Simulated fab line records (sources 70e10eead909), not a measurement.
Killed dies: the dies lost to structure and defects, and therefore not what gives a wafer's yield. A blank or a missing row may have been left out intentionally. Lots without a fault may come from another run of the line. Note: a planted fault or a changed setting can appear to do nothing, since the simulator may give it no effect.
What tool caused it? + flow nand-harc + 24 lots with 72 wafers sampled at 3 steps, on a route of 1159 steps

## WHAT THE GAUGES SHOWED, per wafer
NHARC_A_CONTACT_CD_MEAS_42: target cd 200 nm. Usual: cd-nm reads 200.1 nm (standard deviation 0.42).
| lot  | measured     | on        | cd-nm (nm)        | flag |
|------|--------------|-----------|-------------------|------|
| L075 | day 16 11:04 | cd-sem-02 | 200.6 200.6 200.1 |      |
| L076 | day 16 13:24 | cd-sem-03 | 200.6 199.8 199.9 |      |
| L077 | day 16 16:06 | cd-sem-03 | 199.8 200.0 200.2 |      |
| L078 | day 16 23:20 | cd-sem-01 | 200.6 200.2 200.7 |      |
| L074 | day 16 22:08 | cd-sem-01 | 200.1 200.4 200.0 |      |
| L079 | day 17 05:56 | cd-sem-01 | 200.7 200.5 199.9 |      |
| L080 | day 17 16:47 | cd-sem-02 | 200.0 200.5 200.0 |      |
| L081 | day 17 22:27 | cd-sem-03 | 200.4 199.9 199.2 |      |
| L082 | day 18 12:49 | cd-sem-03 | 199.5 199.6 199.7 |      |
| L083 | day 18 14:02 | cd-sem-03 | 199.5 199.9 200.2 |      |
| L084 | day 18 16:28 | cd-sem-01 | 199.9 199.9 200.0 |      |
| L087 | day 19 00:45 | cd-sem-03 | 199.7 199.8 200.1 |      |
| L086 | day 19 00:16 | cd-sem-01 | 199.9 199.8 199.8 |      |
| L085 | day 19 14:00 | cd-sem-03 | 200.8 200.7 200.8 |      |
| L088 | day 19 16:53 | cd-sem-01 | 200.1 199.4 199.3 |      |
| L090 | day 20 08:49 | cd-sem-01 | 200.4 200.0 200.5 |      |
| L091 | day 20 03:49 | cd-sem-02 | 200.5 200.5 200.0 |      |
| L089 | day 20 04:04 | cd-sem-02 | 200.7 200.6 200.3 |      |
| L092 | day 20 20:34 | cd-sem-03 | 199.6 200.0 199.9 |      |
| L096 | day 21 05:40 | cd-sem-01 | 199.6 200.2 200.3 |      |
| L095 | day 21 14:17 | cd-sem-02 | 200.0 200.4 200.0 |      |
| L093 | day 21 17:44 | cd-sem-02 | 200.1 200.6 200.2 |      |
| L094 | day 21 12:41 | cd-sem-03 | 200.1 200.2 199.9 |      |
| L097 | day 22 01:52 | cd-sem-03 | 199.6 200.0 199.4 |      |

## TOOL THAT RAN EACH LOT (tool first, then ch and the chambers of the sampled wafers, then the start)
| lot  | NHARC_A_SGD_CUT_CMP_21        | NHARC_A_SLIT_ETCH_26             |
|------|-------------------------------|----------------------------------|
| L075 | cmp-01 ch 1,3, day 14 01:11   | har-etch-02 ch 0,1, day 14 15:39 |
| L076 | cmp-04 ch 0,1, day 14 13:13   | har-etch-02 ch 1, day 14 19:35   |
| L077 | cmp-01 ch 0,3, day 14 13:13   | har-etch-01 ch 0,1, day 14 19:43 |
| L078 | cmp-04 ch 0,1,3, day 14 13:22 | har-etch-02 ch 0,1, day 14 21:17 |
| L074 | cmp-01 ch 0,1, day 14 13:22   | har-etch-01 ch 0, day 14 21:47   |
| L079 | cmp-01 ch 0,2,3, day 15 03:35 | har-etch-01 ch 0, day 15 10:31   |
| L080 | cmp-01 ch 1,2,3, day 15 12:33 | har-etch-02 ch 0,1, day 15 18:58 |
| L081 | cmp-01 ch 0,1,2, day 15 22:55 | har-etch-02 ch 0,1, day 16 05:11 |
| L082 | cmp-02 ch 1,2, day 16 09:59   | har-etch-02 ch 0,1, day 16 17:58 |
| L083 | cmp-01 ch 1,2,3, day 16 10:01 | har-etch-02 ch 1, day 16 16:16   |
| L084 | cmp-04 ch 2,3, day 16 15:36   | har-etch-02 ch 0,1, day 17 00:05 |
| L087 | cmp-04 ch 0,1,2, day 17 03:25 | har-etch-01 ch 0,1, day 17 09:41 |
| L086 | cmp-01 ch 0,2,3, day 17 03:25 | har-etch-02 ch 0,1, day 17 10:19 |
| L085 | cmp-02 ch 0,2,3, day 17 11:06 | har-etch-02 ch 0,1, day 17 17:21 |
| L088 | cmp-04 ch 0,2,3, day 17 14:28 | har-etch-01 ch 0,1, day 17 21:19 |
| L090 | cmp-01 ch 0,1,3, day 18 00:33 | har-etch-01 ch 0,1, day 18 15:02 |
| L091 | cmp-02 ch 0,1,3, day 18 00:33 | har-etch-01 ch 0,1, day 18 13:20 |
| L089 | cmp-04 ch 0,1,3, day 18 00:42 | har-etch-02 ch 0,1, day 18 14:06 |
| L092 | cmp-04 ch 1,2,3, day 18 17:55 | har-etch-02 ch 1, day 19 00:53   |
| L096 | cmp-02 ch 0,2,3, day 19 06:50 | har-etch-02 ch 0,1, day 19 13:44 |
| L095 | cmp-01 ch 0,2,3, day 19 06:50 | har-etch-01 ch 0,1, day 19 14:49 |
| L093 | cmp-04 ch 2,3, day 19 06:52   | har-etch-01 ch 1, day 19 13:10   |
| L094 | cmp-01 ch 0,1, day 19 06:59   | har-etch-02 ch 0,1, day 19 15:27 |
| L097 | cmp-04 ch 0,1, day 19 19:59   | har-etch-02 ch 0,1, day 20 04:05 |
- NHARC_A_SGD_CUT_CMP_21: polishes, target thk 148.19 nm.
- NHARC_A_SLIT_ETCH_26: etches the open film in C4F8/O2/Ar, time 90 s, target depth 400 nm.

## AS READ BY THE TOOLS THEMSELVES (means over the sampled wafers that have a number; for cases with no such wafer, the mark the record gives instead)
NHARC_A_SGD_CUT_CMP_21. Usual: motor-current-A 12.0 A, standard deviation 0.83; time-to-endpoint-s 50.0 s, standard deviation 2.4.
| lot  | tool   | motor-current-A (A) | time-to-endpoint-s (s) | flag |
|------|--------|---------------------|------------------------|------|
| L075 | cmp-01 | 11.8                | 51.1                   |      |
| L076 | cmp-04 | 11.5                | 51.9                   |      |
| L077 | cmp-01 | 11.4                | 50.2                   |      |
| L078 | cmp-04 | 12.3                | 50.4                   |      |
| L074 | cmp-01 | 12.3                | 48.4                   |      |
| L079 | cmp-01 | 11.7                | 52.2                   |      |
| L080 | cmp-01 | 12.0                | 55.5                   |      |
| L081 | cmp-01 | 12.4                | 49.1                   |      |
| L082 | cmp-02 | 11.8                | 51.0                   |      |
| L083 | cmp-01 | 11.6                | 53.4                   |      |
| L084 | cmp-04 | 12.3                | 49.5                   |      |
| L087 | cmp-04 | 11.6                | 50.2                   |      |
| L086 | cmp-01 | 11.9                | 51.4                   |      |
| L085 | cmp-02 | 12.3                | 48.9                   |      |
| L088 | cmp-04 | 11.9                | 50.6                   |      |
| L090 | cmp-01 | 12.1                | 46.4                   |      |
| L091 | cmp-02 | 13.0                | 49.3                   |      |
| L089 | cmp-04 | 12.1                | 48.5                   |      |
| L092 | cmp-04 | 12.1                | 51.0                   |      |
| L096 | cmp-02 | 12.3                | 51.1                   |      |
| L095 | cmp-01 | 11.5                | 46.2                   |      |
| L093 | cmp-04 | 12.2                | 49.4                   |      |
| L094 | cmp-01 | 12.2                | 45.7                   |      |
| L097 | cmp-04 | 11.5                | 50.3                   |      |

NHARC_A_SLIT_ETCH_26. Usual: c4f8-flow-sccm 41.70 sccm, standard deviation 0.13; drypump-motor-current-A 6.0 A, standard deviation 0.84; he-backside-leak-sccm 5.5 sccm, standard deviation 0.4; rf-fwd-power-W 1989 W, standard deviation 7.2; showerhead-plenum-p-Torr 3.72 Torr, standard deviation 0.081; throttle-valve-pct 27.620 %, standard deviation 0.0089.
| lot  | tool        | c4f8-flow-sccm (sccm) | drypump-motor-current-A (A) | he-backside-leak-sccm (sccm) | rf-fwd-power-W (W) | showerhead-plenum-p-Torr (Torr) | throttle-valve-pct (%) | flag |
|------|-------------|-----------------------|-----------------------------|------------------------------|--------------------|---------------------------------|------------------------|------|
| L075 | har-etch-02 | 41.72                 | 5.5                         | 5.5                          | 1989               | 3.74                            | 27.623                 |      |
| L076 | har-etch-02 | 41.65                 | 6.8                         | 5.9                          | 1987               | 3.78                            | 27.623                 |      |
| L077 | har-etch-01 | 41.68                 | 6.4                         | 5.0                          | 1990               | 3.67                            | 27.618                 |      |
| L078 | har-etch-02 | 41.72                 | 5.5                         | 5.5                          | 1985               | 3.74                            | 27.616                 |      |
| L074 | har-etch-01 | 41.65                 | 6.4                         | 5.3                          | 1995               | 3.59                            | 27.626                 |      |
| L079 | har-etch-01 | 41.67                 | 6.4                         | 5.5                          | 2000               | 3.59                            | 27.616                 |      |
| L080 | har-etch-02 | 41.62                 | 6.1                         | 5.7                          | 1988               | 3.75                            | 27.615                 |      |
| L081 | har-etch-02 | 41.60                 | 6.1                         | 5.8                          | 1992               | 3.75                            | 27.617                 |      |
| L082 | har-etch-02 | 41.47                 | 6.1                         | 5.9                          | 1991               | 3.75                            | 27.617                 |      |
| L083 | har-etch-02 | 41.54                 | 6.8                         | 5.9                          | 1993               | 3.77                            | 27.623                 |      |
| L084 | har-etch-02 | 41.72                 | 5.5                         | 5.5                          | 1986               | 3.73                            | 27.617                 |      |
| L087 | har-etch-01 | 41.87                 | 6.4                         | 5.1                          | 1989               | 3.66                            | 27.620                 |      |
| L086 | har-etch-02 | 41.79                 | 6.1                         | 5.8                          | 1983               | 3.75                            | 27.623                 |      |
| L085 | har-etch-02 | 41.73                 | 5.5                         | 5.6                          | 1993               | 3.72                            | 27.620                 |      |
| L088 | har-etch-01 | 41.70                 | 6.4                         | 5.4                          | 1992               | 3.65                            | 27.620                 |      |
| L090 | har-etch-01 | 41.76                 | 6.4                         | 5.3                          | 1988               | 3.65                            | 27.614                 |      |
| L091 | har-etch-01 | 41.80                 | 6.4                         | 5.3                          | 1990               | 3.65                            | 27.608                 |      |
| L089 | har-etch-02 | 41.76                 | 5.5                         | 5.7                          | 1996               | 3.72                            | 27.622                 |      |
| L092 | har-etch-02 | 41.66                 | 6.8                         | 6.1                          | 1986               | 3.76                            | 27.623                 |      |
| L096 | har-etch-02 | 41.79                 | 5.5                         | 5.8                          | 1997               | 3.71                            | 27.619                 |      |
| L095 | har-etch-01 | 41.76                 | 6.4                         | 5.3                          | 1992               | 3.72                            | 27.630                 |      |
| L093 | har-etch-01 | 41.61                 | 6.4                         | 4.7                          | 2002               | 3.81                            | 27.621                 |      |
| L094 | har-etch-02 | 41.73                 | 5.5                         | 5.7                          | 1986               | 3.71                            | 27.625                 |      |
| L097 | har-etch-02 | 41.73                 | 6.1                         | 6.0                          | 1983               | 3.73                            | 27.623                 |      |

## THE ANSWER, worked out from the rows above alone
Rule: take the mean of a lot's wafers that have a number; if it is more than 3 standard deviations from the usual mean, the lot is off. Also off: a lot with no number at a reading for which 4 or more lots have one. All remaining lots with rows at the step are treated as sound. First the gauges in route order, then the tools' own readings, where a lot's mean is used as printed above. At the first step where some lot is off, the reading lying furthest off is the one used; lots without a number count as furthest.
Across all readings shown, no lot is off: no conclusion can be drawn from this.

## WHAT THE SIMULATOR PUT IN
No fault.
